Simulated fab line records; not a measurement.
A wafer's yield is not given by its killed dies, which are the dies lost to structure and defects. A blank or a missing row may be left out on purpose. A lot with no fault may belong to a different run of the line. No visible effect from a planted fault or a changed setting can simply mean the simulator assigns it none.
fab line records | flow nand_harc
[record] lots = 6 wafers = 18 last_day = 34
route steps=1302 shown THIN_TSV@1282
lots with no fault: from the same line, run without faults
start_h: hours from the record's first day to the start of the lot's first wafer shown | wait_h: time in hours since the lot's previous step | " as in the row above | L1.1+2: a row that stands for several wafers | - value missing, or start not given | * or withheld: withheld | < > ~ a bound
route shown NAME@n: a module of which the file shows steps, and the number in the route of the first | usual: mean and standard deviation over wafers with no fault | same: alike in all rows | chamber/n: place in a boat | sites: each site's reading | _std_site: standard deviation of those values | _edge_site: inner sites' mean taken away from outer sites' mean | radius_mm: for every site, how far away it sits from the centre of the wafer | mask NAME#n: copy n | behind: tool/chamber where the wafer was last shaped | hold: the reason the lot was held/the length of the hold in hours/how it ended | device: the n, p or np transistor that did not switch | end of line: the route-end tests of the same wafers | a step with no rows: only its recipe | killed: at the first sort, the dies lost to defects and structure; wafer yield is something else | map: a wafer's dies, x killed, . not, _ none there
set.NAME: the run value of the setting; set.NAME@STEP: its run value at that earlier step | model.NAME: the simulator's own value behind a step, which no gauge read
lots at some steps of the route; a table a step, a row a wafer
services: when a tool's chamber went out of use (start_h, in hours from the record's first day, below 0 if earlier), for how many hours, and the reason
[[steps]]
[step NHARC_THIN_TSV_PVD_24]
[recipe] target_thk_a = 8000 power_w = withheld chamber_pressure_pa = withheld substrate_temp_c = withheld time_s = withheld gas = Ar material = Al
[step NHARC_THIN_TSV_DEHYDRATE_25]
[recipe] temp_c = 150 time_s = 120
[step NHARC_THIN_TSV_HMDS_26]
[recipe] time_s = 30
[step NHARC_THIN_TSV_COAT_27]
[recipe] spin_rpm = *
[step NHARC_THIN_TSV_SOFTBAKE_28]
[recipe] temp_c = 122 time_s = 95
[step NHARC_THIN_TSV_EBR_29]
[step NHARC_THIN_TSV_EXPOSE_30]
[recipe] na = 0.55 dose_mj = 11.47 mask_id = PAD
[step NHARC_THIN_TSV_PEB_31]
[recipe] peb_temp_c = 118 peb_time_s = 85
[step NHARC_THIN_TSV_DEVELOP_32]
[recipe] time_s = 70
[step NHARC_THIN_TSV_CD_MEAS_33]
[recipe] target_cd_nm = 5000 landing_energy_ev = 500
[usual] cd_nm = 5000.2/1.8
// columns lot.wafer tool chamber start_h wait_h cd_nm
L496.1 cd_sem-02 0 579.80 - 5000.7
L496.5 " 0 " " 4999.9
L496.6 " 0 " " 4999.4
L501.1 cd_sem-03 0 639.77 - 4999.0
L501.2 " 0 " " 4998.1
L501.4 " 0 " " 4997.2
L504.3 cd_sem-01 0 668.21 - 5001.0
L504.5 " 0 " " 5002.4
L504.6 " 0 " " 5002.4
L502.2 cd_sem-02 0 676.20 - 4999.0
L502.4 " 0 " " 4997.7
L502.5 " 0 " " 4998.0
L508.1 cd_sem-03 0 701.10 - 5001.2
L508.2 " 0 " " 5000.6
L508.6 " 0 " " 4999.7
L516.1 cd_sem-01 0 800.70 - 4999.3
L516.5 " 0 " " 4996.1
L516.6 " 0 " " 4996.8
[step NHARC_THIN_TSV_HARDBAKE_34]
[recipe] temp_c = 125 time_s = 80
[step NHARC_THIN_TSV_DESCUM_35]
[recipe] time_s = 3 o2_flow_sccm = 200 ar_flow_sccm = 0 bias_power_w = 0 chemistry = O2
[usual] drypump_motor_current_A = 5.7/0.48 oes_product_au = 0.998/0.012 rf_vpp_V = 57.7/1 showerhead_plenum_p_Torr = 1.92/0.075 throttle_valve_pct = 11.309/0.01
// columns lot.wafer tool chamber start_h wait_h drypump_motor_current_A oes_product_au rf_hours_counter_h rf_vpp_V showerhead_plenum_p_Torr throttle_valve_pct
L496.1 rie_diel-12 2 579.99 - 5.3 0.996 8.0 56.5 1.89 11.297
L496.5 " 0 " " 6.6 1.037 - 59.2 1.94 11.319
L496.6 " 1 " " 5.8 1.016 - 57.9 1.85 11.300
L501.2 rie_diel-10 1 639.93 - 5.4 0.992 1.4 57.8 2.04 11.319
L501.4 " 2 " " 5.8 0.995 1.4 59.1 2.03 11.308
L501.1 " 0 " " 5.5 0.977 1.3 57.4 1.90 11.325
L504.3 rie_diel-12 1 668.38 - 5.8 0.998 2.4 56.3 1.85 11.311
L504.5 " 3 " " 5.5 0.982 - 56.6 1.85 11.311
L504.6 " 1 " " 5.8 0.992 - 55.0 1.85 11.319
L502.2 rie_diel-12 1 676.39 - 5.8 0.991 2.8 58.4 1.85 11.302
L502.4 " 3 " " 5.5 0.985 - 55.6 1.85 11.304
L502.5 " 1 " " 5.7 1.000 - 56.2 1.85 11.321
L508.1 rie_diel-12 3 701.27 - 5.5 0.988 4.6 56.9 1.85 11.303
L508.2 " 0 " " 6.6 1.006 4.0 57.8 1.94 11.302
L508.6 " 2 " " 5.3 1.004 - 58.3 1.89 11.305
L516.1 rie_diel-01 2 800.86 - 6.2 1.012 2.3 57.3 1.87 11.316
L516.6 " 2 " " 6.2 0.997 - 57.1 1.87 11.297
L516.5 " 3 " " 5.5 1.000 - 57.9 2.05 11.304
[step NHARC_THIN_TSV_ETCH_59]
[recipe] target_depth_a = 8800 icp_w = 900 bias_w = 100 Cl2_flow_sccm = 60 bcl3_flow_sccm = 30 time_s = 138.1 chemistry = Cl2/BCl3
[usual] drypump_motor_current_A = 5.78/0.13 oes_product_au = 1.000/0.012 run_length_s = 159.4/0.5 throttle_valve_pct = 22.264/0.0087
// columns lot.wafer tool chamber start_h wait_h drypump_motor_current_A oes_product_au rf_hours_counter_h run_length_s throttle_valve_pct
L496.1 rie_metal-02 1 580.12 0.1 5.83 1.011 2.0 159.0 22.269
L496.6 " 0 " " 5.70 1.001 - 160.2 22.263
L496.5 " 1 " " 5.80 1.004 - 158.7 22.281
L501.2 rie_metal-02 0 640.06 0.1 5.71 1.012 0.0 159.9 22.269
L501.1 " 1 " " 5.82 1.013 0.0 159.0 22.241
L501.4 " 1 " " 5.84 1.013 - 158.6 22.278
L504.3 rie_metal-02 0 668.62 0.2 5.71 1.007 - 145.6 22.264
L504.5 " 1 " " 5.83 1.021 - 158.7 22.264
L504.6 " 0 " " 5.69 1.023 - 145.5 22.245
L502.2 rie_metal-02 1 676.55 0.1 5.82 1.012 0.7 158.6 22.267
L502.4 " 0 " " 5.71 1.011 - 145.2 22.266
L502.5 " 1 " " 5.79 1.027 - 159.0 22.259
L508.1 rie_metal-01 1 701.39 0.1 5.96 1.003 2.2 159.4 22.250
L508.2 " 0 " " 5.89 0.990 2.2 159.1 22.278
L508.6 " 0 " " 5.91 0.992 - 159.1 22.257
L516.1 rie_metal-01 1 800.99 0.1 5.96 0.982 0.4 159.0 22.259
L516.6 " 1 " " 5.95 0.988 - 159.5 22.248
L516.5 " 0 " " 5.90 1.000 - 159.8 22.261
[step NHARC_THIN_TSV_ETCH_36]
[recipe] target_depth_a = 650 over_etch_frac = 0.3 time_s = 18.571 ion_energy_ev = 150 chemistry = Cl2/BCl3
[usual] drypump_motor_current_A = 5.78/0.14 oes_product_au = 1.000/0.011 run_length_s = 39.8/0.49
// columns lot.wafer tool chamber start_h wait_h drypump_motor_current_A oes_product_au rf_hours_counter_h run_length_s
L496.1 rie_metal-02 0 580.35 0.2 5.69 1.012 2.1 40.4
L496.5 " 0 " " 5.69 1.008 - 40.4
L496.6 " 1 " " 5.83 1.006 - 39.2
L501.2 rie_metal-02 1 640.32 0.2 5.84 1.017 0.2 39.4
L501.1 " 0 " " 5.73 1.005 0.2 40.8
L501.4 " 0 " " 5.71 1.015 - 40.3
L504.3 rie_metal-02 1 668.79 0.1 5.83 1.014 - 39.1
L504.5 " 1 " " 5.80 1.008 - 39.4
L504.6 " 0 " " 5.72 0.994 - 40.6
L502.2 rie_metal-02 1 676.78 0.2 5.80 1.007 0.9 39.3
L502.4 " 0 " " 5.73 1.001 - 40.8
L502.5 " 0 " " 5.73 1.005 - 40.7
L508.1 rie_metal-01 0 701.65 0.2 5.91 0.993 2.4 40.0
L508.2 " 1 " " 5.95 1.003 2.4 39.9
L508.6 " 1 " " 5.97 1.020 - 39.6
L516.1 rie_metal-01 0 801.25 0.2 5.91 1.000 0.5 39.7
L516.5 " 1 " " 5.96 0.992 - 40.2
L516.6 " 0 " " 5.91 0.992 - 39.7
[[services]]
// columns tool chamber start_h hours kind
rie_diel-01 - 557.80 9.0 pm
rie_metal-01 0 559.24 16.4 repair
rie_diel-12 - 567.47 0.2 repair
rie_metal-01 - 575.00 9.0 pm
rie_diel-10 - 596.50 9.0 pm
rie_diel-12 - 622.40 9.0 pm
rie_metal-02 - 631.00 9.0 pm
rie_metal-02 0 631.00 9.0 vent_cycle
rie_metal-02 1 631.00 9.0 vent_cycle
rie_diel-01 0 645.39 6.2 repair
rie_metal-01 - 645.56 0.4 repair
rie_diel-10 0 651.72 6.3 repair
rie_diel-12 0 657.81 24.3 repair
rie_diel-12 1 687.56 3.6 repair
rie_diel-12 - 732.71 0.6 repair
rie_diel-01 - 734.80 9.0 pm
rie_diel-10 1 735.59 13.2 repair
rie_diel-10 2 737.58 4.3 repair
rie_metal-01 - 752.00 9.0 pm
rie_diel-12 3 761.87 1.9 repair
rie_diel-10 - 773.50 9.0 pm
rie_diel-12 1 780.21 15.6 repair
rie_diel-12 3 788.24 4.0 repair
rie_diel-12 - 799.40 9.0 pm
[[key]]
[first_sign] step = NHARC_THIN_TSV_ETCH_59 reading = run_length_s direction = down sigmas = 28 usual = * struck = *
effect none on later readings
met_at NHARC_THIN_TSV_ETCH_59
struck_wafers L502.4,L504.3,L504.6
later_rows_left_out L502.4,L504.3,L504.6
sort_left_out L502.4,L504.3,L504.6
onset_between 640.06 668.62
[fault] kind = process_parameter_drift tool = rie_metal-02 chamber = 0 onset_h = 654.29 steps = NHARC_THIN_TSV_ETCH_59 channel = time_s offset = * shape = step end_h = 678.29 acts_in = * stated = *
// sort_left_out: the simulated sort isn't trusted on such a fault, so these wafers' sort isn't shown, and their yield isn't known
// later_rows_left_out: the simulator's readings of these wafers behind a module that went badly wrong aren't trusted and aren't shown, but for the sort
